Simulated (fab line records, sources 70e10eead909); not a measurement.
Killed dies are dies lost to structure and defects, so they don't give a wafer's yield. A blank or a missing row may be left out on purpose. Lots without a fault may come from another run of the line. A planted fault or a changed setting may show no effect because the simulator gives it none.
Which tool did it? | flow nand_harc | 24 lots, 72 wafers sampled, at 6 steps of a route of 1302

WHAT THE GAUGES READ, wafer by wafer
The record holds no reading of a measuring or inspecting step that can be judged against a usual standard deviation.

WHICH TOOL RAN EACH LOT (tool, then ch and the chambers of the sampled wafers, then the start)
lot  | NHARC_A_STAIRCASE_HM_DEP_462  | NHARC_A_STAIRCASE_ALD_415        | NHARC_A_STAIRCASE_DEP_325       | NHARC_A_SGD_CUT_ETCH_59                       | NHARC_A_SGD_CUT_STRIP_17                      | NHARC_A_SGD_CUT_ETCHBACK_24
L074 | acl_dep-02 ch 0, day 16 14:29 | ald_hk-04 ch 1,3, day 16 18:34   | pecvd-04 ch 1,2, day 18 01:32   | rie_diel-09 ch 0,2,3, day 19 01:01 or earlier | rie_diel-09 ch 2,3, day 19 01:01 or earlier   | rie_diel-10 ch 0,1, day 19 01:01
L076 | acl_dep-02 ch 0, day 17 10:55 | ald_hk-02 ch 2,3, day 17 15:21   | pecvd-02 ch 0,2, day 19 01:56   | rie_diel-11 ch 0,3, day 20 07:08 or earlier   | rie_diel-11 ch 1,2, day 20 07:08 or earlier   | rie_diel-10 ch 0,1, day 20 07:08
L075 | acl_dep-03 ch 0, day 17 12:46 | ald_hk-03 ch 0,1, day 17 17:34   | pecvd-03 ch 0,1, day 19 01:46   | rie_diel-09 ch 0,1,3, day 20 07:04 or earlier | rie_diel-09 ch 0,1,2, day 20 07:04 or earlier | rie_diel-11 ch 1,2, day 20 07:04
L077 | acl_dep-02 ch 0, day 18 05:49 | ald_hk-04 ch 1,3, day 18 10:34   | pecvd-02 ch 0,1,2, day 19 17:29 | rie_diel-11 ch 2,3, day 20 16:30 or earlier   | rie_diel-11 ch 0,3, day 20 16:30 or earlier   | rie_diel-10 ch 0,1, day 20 16:30
L078 | acl_dep-03 ch 0, day 18 12:28 | ald_hk-02 ch 0,3, day 18 17:23   | pecvd-03 ch 1,2, day 20 03:36   | rie_diel-09 ch 0,3, day 21 03:22 or earlier   | rie_diel-09 ch 0,1, day 21 03:22 or earlier   | rie_diel-10 ch 1,2, day 21 03:22
L079 | acl_dep-03 ch 0, day 19 12:17 | ald_hk-02 ch 1,2, day 19 16:30   | pecvd-02 ch 0,1,2, day 20 23:04 | rie_diel-10 ch 0,3, day 21 21:46 or earlier   | rie_diel-10 ch 0,1,3, day 21 21:46 or earlier | rie_diel-11 ch 0,1, day 21 21:46
L080 | acl_dep-01 ch 0, day 19 13:33 | ald_hk-02 ch 0,1,3, day 19 18:17 | pecvd-02 ch 0,1,2, day 21 03:57 | rie_diel-10 ch 2,3, day 22 04:09 or earlier   | rie_diel-10 ch 1,2,3, day 22 04:09 or earlier | rie_diel-11 ch 0,1,3, day 22 04:09
L081 | acl_dep-03 ch 0, day 20 07:10 | ald_hk-04 ch 0,1,2, day 20 12:32 | pecvd-04 ch 0,1,2, day 21 18:52 | rie_diel-11 ch 1,2,3, day 22 18:52 or earlier | rie_diel-11 ch 0,2,3, day 22 18:52 or earlier | rie_diel-11 ch 0,1,3, day 22 18:52
L082 | acl_dep-01 ch 0, day 20 07:36 | ald_hk-02 ch 0,1,3, day 20 12:48 | pecvd-02 ch 0,1,2, day 21 18:46 | rie_diel-09 ch 0,1,3, day 22 18:50 or earlier | rie_diel-09 ch 0,1,3, day 22 18:50 or earlier | rie_diel-09 ch 0,1,2, day 22 18:50
L083 | acl_dep-03 ch 0, day 21 02:20 | ald_hk-04 ch 0,3, day 21 07:02   | pecvd-02 ch 0,2, day 22 13:55   | rie_diel-10 ch 1,2,3, day 23 15:00 or earlier | rie_diel-10 ch 1,3, day 23 15:00 or earlier   | rie_diel-09 ch 0,2,3, day 23 15:00
L086 | acl_dep-02 ch 0, day 21 13:53 | ald_hk-04 ch 0,1,3, day 21 18:34 | pecvd-03 ch 0,1,2, day 23 02:07 | rie_diel-09 ch 0,1,3, day 24 02:53 or earlier | rie_diel-09 ch 1,2,3, day 24 02:53 or earlier | rie_diel-10 ch 1,2, day 24 02:53
L085 | acl_dep-01 ch 0, day 21 16:04 | ald_hk-04 ch 0,2, day 21 20:53   | pecvd-04 ch 1,2, day 23 01:55   | rie_diel-10 ch 0,3, day 24 02:49 or earlier   | rie_diel-10 ch 0,1,3, day 24 02:49 or earlier | rie_diel-10 ch 1,3, day 24 02:49
L084 | acl_dep-02 ch 0, day 21 19:07 | ald_hk-03 ch 1,2,3, day 22 00:12 | pecvd-02 ch 0,1, day 23 07:02   | rie_diel-11 ch 1,2, day 24 02:49 or earlier   | rie_diel-11 ch 0,2,3, day 24 02:49 or earlier | rie_diel-11 ch 0,1, day 24 02:49
L087 | acl_dep-03 ch 0, day 22 02:52 | ald_hk-04 ch 1,2, day 22 07:12   | pecvd-02 ch 0,1, day 23 20:17   | rie_diel-10 ch 0,2,3, day 24 23:29 or earlier | rie_diel-10 ch 0,2,3, day 24 23:29 or earlier | rie_diel-11 ch 0,3, day 24 23:29
L088 | acl_dep-02 ch 0, day 22 18:22 | ald_hk-03 ch 0,1,2, day 22 22:43 | pecvd-04 ch 0,1,2, day 24 07:02 | rie_diel-10 ch 2,3, day 25 12:59 or earlier   | rie_diel-10 ch 0,1, day 25 12:59 or earlier   | rie_diel-10 ch 1,2,3, day 25 12:59
L089 | acl_dep-01 ch 0, day 23 07:23 | ald_hk-04 ch 0,1,3, day 23 12:07 | pecvd-03 ch 0,2, day 24 19:28   | rie_diel-10 ch 0,1,2, day 25 18:12 or earlier | rie_diel-10 ch 1,2,3, day 25 18:12 or earlier | rie_diel-09 ch 0,2,3, day 25 18:12
L090 | acl_dep-02 ch 0, day 23 12:04 | ald_hk-04 ch 0,2,3, day 23 17:35 | pecvd-02 ch 0,1, day 24 19:28   | rie_diel-11 ch 0,2,3, day 25 18:12 or earlier | rie_diel-11 ch 0,2,3, day 25 18:12 or earlier | rie_diel-10 ch 0,1, day 25 18:12
L092 | acl_dep-03 ch 0, day 24 20:25 | ald_hk-04 ch 1,2,3, day 25 01:14 | pecvd-02 ch 0,1,2, day 26 06:58 | rie_diel-09 ch 0,1,2, day 27 08:49 or earlier | rie_diel-09 ch 0,2,3, day 27 08:49 or earlier | rie_diel-11 ch 0,2,3, day 27 08:49
L091 | acl_dep-01 ch 0, day 25 00:30 | ald_hk-03 ch 0,1, day 25 05:28   | pecvd-04 ch 1,2, day 26 13:07   | rie_diel-11 ch 0,2,3, day 27 08:49 or earlier | rie_diel-11 ch 0,2, day 27 08:49 or earlier   | rie_diel-09 ch 1,2, day 27 08:49
L093 | acl_dep-02 ch 0, day 25 07:55 | ald_hk-04 ch 1,2, day 25 12:52   | pecvd-02 ch 0,2, day 26 18:52   | rie_diel-11 ch 2,3, day 27 20:24 or earlier   | rie_diel-11 ch 0,2,3, day 27 20:24 or earlier | rie_diel-11 ch 0,1,2, day 27 20:24
L094 | acl_dep-02 ch 0, day 25 10:22 | ald_hk-02 ch 0,3, day 25 17:02   | pecvd-04 ch 1,2, day 27 02:40   | rie_diel-09 ch 0,1, day 28 01:05 or earlier   | rie_diel-09 ch 0,1, day 28 01:05 or earlier   | rie_diel-09 ch 0,2,3, day 28 01:05
L095 | acl_dep-02 ch 0, day 26 02:28 | ald_hk-03 ch 0,1,3, day 26 07:11 | pecvd-02 ch 0,2, day 27 15:30   | rie_diel-11 ch 0,2, day 28 18:49 or earlier   | rie_diel-11 ch 0,1,3, day 28 18:49 or earlier | rie_diel-11 ch 1,3, day 28 18:49
L096 | acl_dep-03 ch 0, day 26 10:04 | ald_hk-03 ch 1,2,3, day 26 14:49 | pecvd-04 ch 0,2, day 28 02:03   | rie_diel-10 ch 2,3, day 29 06:34 or earlier   | rie_diel-10 ch 0,3, day 29 06:34 or earlier   | rie_diel-11 ch 0,1,3, day 29 06:34
L097 | acl_dep-03 ch 0, day 26 11:55 | ald_hk-03 ch 1,2,3, day 26 16:55 | pecvd-02 ch 0,1,2, day 28 02:03 | rie_diel-11 ch 0,1,3, day 29 06:44 or earlier | rie_diel-11 ch 0,3, day 29 06:44 or earlier   | rie_diel-11 ch 0,1,3, day 29 06:44
- NHARC_A_STAIRCASE_HM_DEP_462: deposits aC, target thk 800 nm.
- NHARC_A_STAIRCASE_ALD_415: deposits SiO2, target thk 30 nm, pulse time 6 s, ald cycles 300.
- NHARC_A_STAIRCASE_DEP_325: deposits SiO2, target thk 7200 nm.
- NHARC_A_SGD_CUT_ETCH_59: etches the open film in N2/H2, target depth 260 nm, time 406.25 s.
- NHARC_A_SGD_CUT_STRIP_17: strips in O2.
- NHARC_A_SGD_CUT_ETCHBACK_24: etches the open film in CH3F/O2, target depth 50 nm, time 92.857 s.

WHAT THE TOOLS THEMSELVES READ (means of the sampled wafers that have a number; where no wafer has one, the mark that the record gives instead)
NHARC_A_STAIRCASE_HM_DEP_462.
lot  | tool       | throttle_valve_pct (%)
L074 | acl_dep-02 | 34.994
L076 | acl_dep-02 | 35.004
L075 | acl_dep-03 | 34.999
L077 | acl_dep-02 | 35.003
L078 | acl_dep-03 | 35.008
L079 | acl_dep-03 | 35.001
L080 | acl_dep-01 | 35.003
L081 | acl_dep-03 | 35.004
L082 | acl_dep-01 | 34.995
L083 | acl_dep-03 | 34.989
L086 | acl_dep-02 | 35.002
L085 | acl_dep-01 | 34.996
L084 | acl_dep-02 | 35.004
L087 | acl_dep-03 | 35.010
L088 | acl_dep-02 | 35.002
L089 | acl_dep-01 | 34.999
L090 | acl_dep-02 | 35.003
L092 | acl_dep-03 | 35.008
L091 | acl_dep-01 | 34.999
L093 | acl_dep-02 | 35.002
L094 | acl_dep-02 | 35.000
L095 | acl_dep-02 | 34.993
L096 | acl_dep-03 | 35.000
L097 | acl_dep-03 | 34.997

NHARC_A_STAIRCASE_ALD_415.
lot  | tool      | heater_power_outer_w (W) | heater_power_w (W) | precursor_pulse_height_rel
L074 | ald_hk-04 | 242                      | 428                | 1.001
L076 | ald_hk-02 | 259                      | 473                | 1.005
L075 | ald_hk-03 | 261                      | 467                | 1.007
L077 | ald_hk-04 | 241                      | 426                | 1.003
L078 | ald_hk-02 | 250                      | 469                | 0.999
L079 | ald_hk-02 | 275                      | 490                | 1.001
L080 | ald_hk-02 | 261                      | 470                | 0.992
L081 | ald_hk-04 | 264                      | 464                | 1.006
L082 | ald_hk-02 | 270                      | 480                | 1.003
L083 | ald_hk-04 | 288                      | 501                | 1.003
L086 | ald_hk-04 | 263                      | 464                | 1.000
L085 | ald_hk-04 | 288                      | 512                | 1.006
L084 | ald_hk-03 | 243                      | 455                | 1.001
L087 | ald_hk-04 | 241                      | 430                | 0.997
L088 | ald_hk-03 | 244                      | 457                | 0.989
L089 | ald_hk-04 | 271                      | 475                | 0.978
L090 | ald_hk-04 | 266                      | 463                | 1.006
L092 | ald_hk-04 | 247                      | 425                | 0.987
L091 | ald_hk-03 | 239                      | 441                | 1.007
L093 | ald_hk-04 | 248                      | 425                | 1.008
L094 | ald_hk-02 | 271                      | 483                | 1.003
L095 | ald_hk-03 | 253                      | 454                | 0.996
L096 | ald_hk-03 | 242                      | 449                | 1.007
L097 | ald_hk-03 | 244                      | 448                | 0.998

NHARC_A_STAIRCASE_DEP_325.
lot  | tool     | heater_power_outer_w (W) | heater_power_w (W)
L074 | pecvd-04 | 404                      | 661
L076 | pecvd-02 | 347                      | 605
L075 | pecvd-03 | 366                      | 630
L077 | pecvd-02 | 357                      | 638
L078 | pecvd-03 | 367                      | 626
L079 | pecvd-02 | 325                      | 591
L080 | pecvd-02 | 351                      | 622
L081 | pecvd-04 | 417                      | 678
L082 | pecvd-02 | 400                      | 682
L083 | pecvd-02 | 343                      | 603
L086 | pecvd-03 | 359                      | 598
L085 | pecvd-04 | 451                      | 706
L084 | pecvd-02 | 391                      | 679
L087 | pecvd-02 | 366                      | 620
L088 | pecvd-04 | 368                      | 630
L089 | pecvd-03 | 361                      | 602
L090 | pecvd-02 | 355                      | 610
L092 | pecvd-02 | 385                      | 668
L091 | pecvd-04 | 412                      | 644
L093 | pecvd-02 | 325                      | 588
L094 | pecvd-04 | 384                      | 615
L095 | pecvd-02 | 345                      | 623
L096 | pecvd-04 | 385                      | 674
L097 | pecvd-02 | 377                      | 664

NHARC_A_SGD_CUT_ETCH_59.
lot  | tool        | drypump_motor_current_A (A) | oes_product_au (a.u.) | rf_vpp_V (V) | showerhead_plenum_p_Torr (Torr) | throttle_valve_pct (%)
L074 | rie_diel-09 | 5.77                        | 1.011                 | 431.7        | 2.08                            | 14.172
L076 | rie_diel-11 | 5.75                        | 0.996                 | 427.9        | 1.97                            | 14.173
L075 | rie_diel-09 | 5.61                        | 1.006                 | 430.0        | 2.03                            | 14.174
L077 | rie_diel-11 | 5.53                        | 1.006                 | 428.7        | 1.97                            | 14.158
L078 | rie_diel-09 | 5.73                        | 1.011                 | 431.5        | 2.10                            | 14.180
L079 | rie_diel-10 | 5.60                        | 1.001                 | 429.8        | 2.01                            | 14.166
L080 | rie_diel-10 | 5.61                        | 0.997                 | 429.6        | 1.99                            | 14.177
L081 | rie_diel-11 | 5.65                        | 1.001                 | 429.4        | 2.02                            | 14.179
L082 | rie_diel-09 | 5.62                        | 1.004                 | 430.5        | 2.03                            | 14.173
L083 | rie_diel-10 | 5.47                        | 0.997                 | 428.3        | 1.97                            | 14.173
L086 | rie_diel-09 | 5.62                        | 1.007                 | 430.0        | 2.03                            | 14.174
L085 | rie_diel-10 | 5.63                        | 0.997                 | 430.0        | 2.01                            | 14.170
L084 | rie_diel-11 | 5.49                        | 1.005                 | 432.8        | 2.10                            | 14.168
L087 | rie_diel-10 | 5.55                        | 1.004                 | 429.6        | 2.02                            | 14.172
L088 | rie_diel-10 | 5.69                        | 0.999                 | 428.6        | 1.98                            | 14.173
L089 | rie_diel-10 | 5.32                        | 1.001                 | 431.0        | 2.01                            | 14.170
L090 | rie_diel-11 | 5.66                        | 1.005                 | 428.5        | 1.97                            | 14.181
L092 | rie_diel-09 | 5.66                        | 0.997                 | 429.6        | 2.00                            | 14.173
L091 | rie_diel-11 | 5.65                        | 0.995                 | 427.8        | 1.97                            | 14.172
L093 | rie_diel-11 | 5.80                        | 0.997                 | 427.0        | 1.94                            | 14.167
L094 | rie_diel-09 | 5.49                        | 1.010                 | 429.4        | 2.02                            | 14.169
L095 | rie_diel-11 | 5.51                        | 0.987                 | 429.2        | 1.99                            | 14.173
L096 | rie_diel-10 | 5.72                        | 1.003                 | 428.3        | 1.98                            | 14.173
L097 | rie_diel-11 | 5.75                        | 0.999                 | 430.6        | 2.02                            | 14.164

NHARC_A_SGD_CUT_STRIP_17.
lot  | tool        | drypump_motor_current_A (A) | oes_product_au (a.u.) | rf_vpp_V (V) | showerhead_plenum_p_Torr (Torr) | throttle_valve_pct (%)
L074 | rie_diel-09 | 5.92                        | 1.001                 | 57.8         | 3.61                            | 17.037
L076 | rie_diel-11 | 5.38                        | 1.004                 | 58.0         | 3.54                            | 17.030
L075 | rie_diel-09 | 5.68                        | 1.007                 | 56.6         | 3.47                            | 17.044
L077 | rie_diel-11 | 5.77                        | 1.007                 | 57.5         | 3.42                            | 17.035
L078 | rie_diel-09 | 5.45                        | 1.017                 | 57.5         | 3.49                            | 17.036
L079 | rie_diel-10 | 5.38                        | 1.008                 | 57.5         | 3.47                            | 17.039
L080 | rie_diel-10 | 5.46                        | 1.004                 | 57.4         | 3.42                            | 17.039
L081 | rie_diel-11 | 5.64                        | 1.002                 | 58.0         | 3.42                            | 17.037
L082 | rie_diel-09 | 5.62                        | 1.013                 | 57.2         | 3.51                            | 17.037
L083 | rie_diel-10 | 5.53                        | 0.999                 | 58.0         | 3.41                            | 17.039
L086 | rie_diel-09 | 5.83                        | 0.997                 | 58.4         | 3.49                            | 17.050
L085 | rie_diel-10 | 5.38                        | 1.013                 | 57.8         | 3.47                            | 17.034
L084 | rie_diel-11 | 5.65                        | 1.005                 | 57.7         | 3.41                            | 17.033
L087 | rie_diel-10 | 5.57                        | 0.996                 | 57.6         | 3.50                            | 17.038
L088 | rie_diel-10 | 5.23                        | 1.001                 | 57.3         | 3.53                            | 17.029
L089 | rie_diel-10 | 5.48                        | 1.008                 | 56.9         | 3.42                            | 17.038
L090 | rie_diel-11 | 5.65                        | 1.006                 | 57.4         | 3.41                            | 17.045
L092 | rie_diel-09 | 5.78                        | 1.003                 | 57.8         | 3.59                            | 17.026
L091 | rie_diel-11 | 5.40                        | 0.997                 | 58.1         | 3.45                            | 17.034
L093 | rie_diel-11 | 5.65                        | 0.994                 | 57.1         | 3.41                            | 17.054
L094 | rie_diel-09 | 5.47                        | 1.002                 | 57.4         | 3.49                            | 17.040
L095 | rie_diel-11 | 5.77                        | 0.991                 | 58.1         | 3.50                            | 17.035
L096 | rie_diel-10 | 5.45                        | 0.982                 | 58.1         | 3.54                            | 17.028
L097 | rie_diel-11 | 5.92                        | 0.985                 | 58.3         | 3.38                            | 17.031

NHARC_A_SGD_CUT_ETCHBACK_24.
lot  | tool        | drypump_motor_current_A (A) | oes_product_au (a.u.) | rf_vpp_V (V) | showerhead_plenum_p_Torr (Torr) | throttle_valve_pct (%)
L074 | rie_diel-10 | 5.16                        | 1.00                  | 243.9        | 2.41                            | 20.671
L076 | rie_diel-10 | 5.16                        | 0.99                  | 243.6        | 2.41                            | 20.666
L075 | rie_diel-11 | 5.47                        | 1.01                  | 245.4        | 2.53                            | 20.656
L077 | rie_diel-10 | 5.16                        | 1.00                  | 243.3        | 2.41                            | 20.662
L078 | rie_diel-10 | 5.25                        | 1.00                  | 243.7        | 2.37                            | 20.660
L079 | rie_diel-11 | 5.59                        | 1.00                  | 245.6        | 2.53                            | 20.670
L080 | rie_diel-11 | 5.76                        | 1.00                  | 244.2        | 2.44                            | 20.667
L081 | rie_diel-11 | 5.76                        | 0.92                  | 243.3        | 2.44                            | 20.656
L082 | rie_diel-09 | 5.66                        | 0.94                  | 244.2        | 2.42                            | 20.662
L083 | rie_diel-09 | 5.77                        | 0.99                  | 244.6        | 2.50                            | 20.667
L086 | rie_diel-10 | 5.41                        | 0.94                  | 243.5        | 2.39                            | 20.664
L085 | rie_diel-10 | 5.52                        | 0.92                  | 243.0        | 2.37                            | 20.654
L084 | rie_diel-11 | 5.61                        | 0.96                  | 245.1        | 2.47                            | 20.672
L087 | rie_diel-11 | 5.76                        | 0.99                  | 243.6        | 2.38                            | 20.661
L088 | rie_diel-10 | 5.46                        | 0.92                  | 242.9        | 2.38                            | 20.659
L089 | rie_diel-09 | 5.78                        | 1.00                  | 244.9        | 2.50                            | 20.657
L090 | rie_diel-10 | 5.22                        | 1.01                  | 244.4        | 2.46                            | 20.673
L092 | rie_diel-11 | 5.64                        | 1.00                  | 243.6        | 2.38                            | 20.673
L091 | rie_diel-09 | 5.87                        | 0.98                  | 243.0        | 2.40                            | 20.662
L093 | rie_diel-11 | 5.50                        | 0.93                  | 244.7        | 2.47                            | 20.675
L094 | rie_diel-09 | 5.77                        | 0.94                  | 245.1        | 2.50                            | 20.664
L095 | rie_diel-11 | 5.72                        | 0.92                  | 244.0        | 2.50                            | 20.661
L096 | rie_diel-11 | 5.75                        | 1.00                  | 243.5        | 2.44                            | 20.675
L097 | rie_diel-11 | 5.75                        | 0.92                  | 243.1        | 2.44                            | 20.655

THE ANSWER, worked out from the rows above alone
Rule: what is usual is taken from the lots themselves. Put in order of their means at a reading, lots are off if they are a third of the lots or fewer, leave a main group of 4 or more, and stand apart from it by a gap of 3 or more times the standard deviation of the main group's means; of several such gaps the widest counts. A main group whose means are all the same, to the digits that the tables above print for the reading, isn't used. A lot without any number at a reading at which 4 lots or more have one is off too. The other lots that the step has rows for count as sound. The gauges are gone through in route order, then the tools' own readings, and for those a lot's mean is taken as printed above. The first step at which some lot is off is used, and at that step the reading that is off furthest; a lot without a number counts as furthest.
No lot is off at any reading shown: from this, nothing can be told.

WHAT THE SIMULATOR HAD PUT IN
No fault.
